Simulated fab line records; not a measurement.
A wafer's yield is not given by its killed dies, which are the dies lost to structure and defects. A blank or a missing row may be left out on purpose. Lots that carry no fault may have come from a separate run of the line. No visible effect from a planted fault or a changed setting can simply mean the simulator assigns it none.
Which of the tools did it? :: flow n5 finfet :: Sampling: 9 lots, 27 wafers, 4 of 1938 route steps

WHAT EACH GAUGE READ, for each wafer
N5_MOL_CONTACT_COAG_INSPECT_57: inspects for defects (brightfield).
lot: L942
measured: day 5 19:25
on: defect inspect-02
raw defect count: 217 121 167

lot: L943
measured: day 6 00:53
on: defect inspect-01
raw defect count: 158 126 182

lot: L944
measured: day 6 07:43
on: defect inspect-02
raw defect count: 224 284 204

lot: L949
measured: day 7 12:48
on: defect inspect-01
raw defect count: 235 184 1031

lot: L955
measured: day 9 02:51
on: defect inspect-02
raw defect count: 134 243 154

lot: L959
measured: day 10 01:08
on: defect inspect-02
raw defect count: 248 221 259

lot: L960
measured: day 10 12:18
on: defect inspect-01
raw defect count: 182 217 242

lot: L961
measured: day 10 18:25
on: defect inspect-02
raw defect count: 160 165 167

lot: L962
measured: day 11 01:59
on: defect inspect-01
raw defect count: 214 242 203

TOOL THAT RAN EACH LOT (tool first, then ch and the chambers of the sampled wafers, then the start)
lot: L942
N5_MOL_CONTACT_COAG_CO_FILL_22: cvd co-01 ch 0,1,2, day 5 12:08
N5_MOL_CONTACT_COAG_PRE_CLEAN_142: pvd sputter-03, day 5 15:08
N5_MOL_CONTACT_COAG_CMP_28: cmp-01 ch 0,2,3, day 5 18:00

lot: L943
N5_MOL_CONTACT_COAG_CO_FILL_22: cvd co-01 ch 0,1,2, day 5 19:11
N5_MOL_CONTACT_COAG_PRE_CLEAN_142: pvd sputter-03, day 5 20:32
N5_MOL_CONTACT_COAG_CMP_28: cmp-03 ch 1,2, day 5 23:13

lot: L944
N5_MOL_CONTACT_COAG_CO_FILL_22: cvd co-02 ch 0,2, day 6 00:43
N5_MOL_CONTACT_COAG_PRE_CLEAN_142: pvd sputter-01, day 6 03:41
N5_MOL_CONTACT_COAG_CMP_28: cmp-03 ch 0,1,2, day 6 06:20

lot: L949
N5_MOL_CONTACT_COAG_CO_FILL_22: cvd co-02 ch 0,1, day 7 06:10
N5_MOL_CONTACT_COAG_PRE_CLEAN_142: pvd sputter-01, day 7 08:50
N5_MOL_CONTACT_COAG_CMP_28: cmp-01 ch 1,2, day 7 11:34

lot: L955
N5_MOL_CONTACT_COAG_CO_FILL_22: cvd co-01 ch 0,1, day 8 19:01
N5_MOL_CONTACT_COAG_PRE_CLEAN_142: pvd sputter-01, day 8 22:50
N5_MOL_CONTACT_COAG_CMP_28: cmp-02 ch 0,2, day 9 01:30

lot: L959
N5_MOL_CONTACT_COAG_CO_FILL_22: cvd co-01 ch 1,2, day 9 18:23
N5_MOL_CONTACT_COAG_PRE_CLEAN_142: pvd sputter-02, day 9 21:07
N5_MOL_CONTACT_COAG_CMP_28: cmp-03 ch 1,3, day 9 23:47

lot: L960
N5_MOL_CONTACT_COAG_CO_FILL_22: cvd co-01 ch 1,2, day 10 05:15
N5_MOL_CONTACT_COAG_PRE_CLEAN_142: pvd sputter-02, day 10 08:15
N5_MOL_CONTACT_COAG_CMP_28: cmp-02 ch 1,3, day 10 10:55

lot: L961
N5_MOL_CONTACT_COAG_CO_FILL_22: cvd co-02 ch 0,1, day 10 12:13
N5_MOL_CONTACT_COAG_PRE_CLEAN_142: pvd sputter-01, day 10 14:32
N5_MOL_CONTACT_COAG_CMP_28: cmp-03 ch 1,2,3, day 10 17:09

lot: L962
N5_MOL_CONTACT_COAG_CO_FILL_22: cvd co-02 ch 0,1,2, day 10 19:18
N5_MOL_CONTACT_COAG_PRE_CLEAN_142: pvd sputter-02, day 10 21:44
N5_MOL_CONTACT_COAG_CMP_28: cmp-02 ch 2,3, day 11 00:31
- N5_MOL_CONTACT_COAG_CO_FILL_22: material Co, precursor CCTBA/H2, target thk 20 nm.
- N5_MOL_CONTACT_COAG_PRE_CLEAN_142: time 60 s.
- N5_MOL_CONTACT_COAG_CMP_28: polishes, stops on SiNx, t overpolish 0.85 s, target thk 14.522 nm.

THE ANSWER, worked out from the rows above alone
Rule: the lots themselves supply what counts as usual. Put in order of their means at a reading, lots are off if they are a third of the lots or fewer, leave a main group of 4 or more, and stand apart from it by a gap of 3 or more times the standard deviation of the main group's means; of several such gaps the widest counts. A main group whose means are all the same, to the digits that the tables above print for the reading, isn't used. Also off: a lot with no number at a reading for which 4 or more lots have one. The other lots that the step has rows for count as sound.
Off: L949, at N5_MOL_CONTACT_COAG_INSPECT_57 (raw defect count). The main group: mean 197, standard deviation 33.
A tool fits if, at a process step before that reading, it ran every lot that is off, and no sound lot after the first of them. The gauges at N5_MOL_CONTACT_COAG_INSPECT_57 are tried like those tools. One candidate fits, namely cmp-01 at N5_MOL_CONTACT_COAG_CMP_28. Its last sound lot is L942 (day 5 18:00), its first lot that is off L949 (day 7 11:34): a fault that began between those two fits.

WHAT HAD BEEN PUT IN BY THE SIMULATOR
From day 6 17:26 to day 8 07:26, cmp-01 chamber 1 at N5_MOL_CONTACT_COAG_CMP_28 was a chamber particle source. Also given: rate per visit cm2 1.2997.
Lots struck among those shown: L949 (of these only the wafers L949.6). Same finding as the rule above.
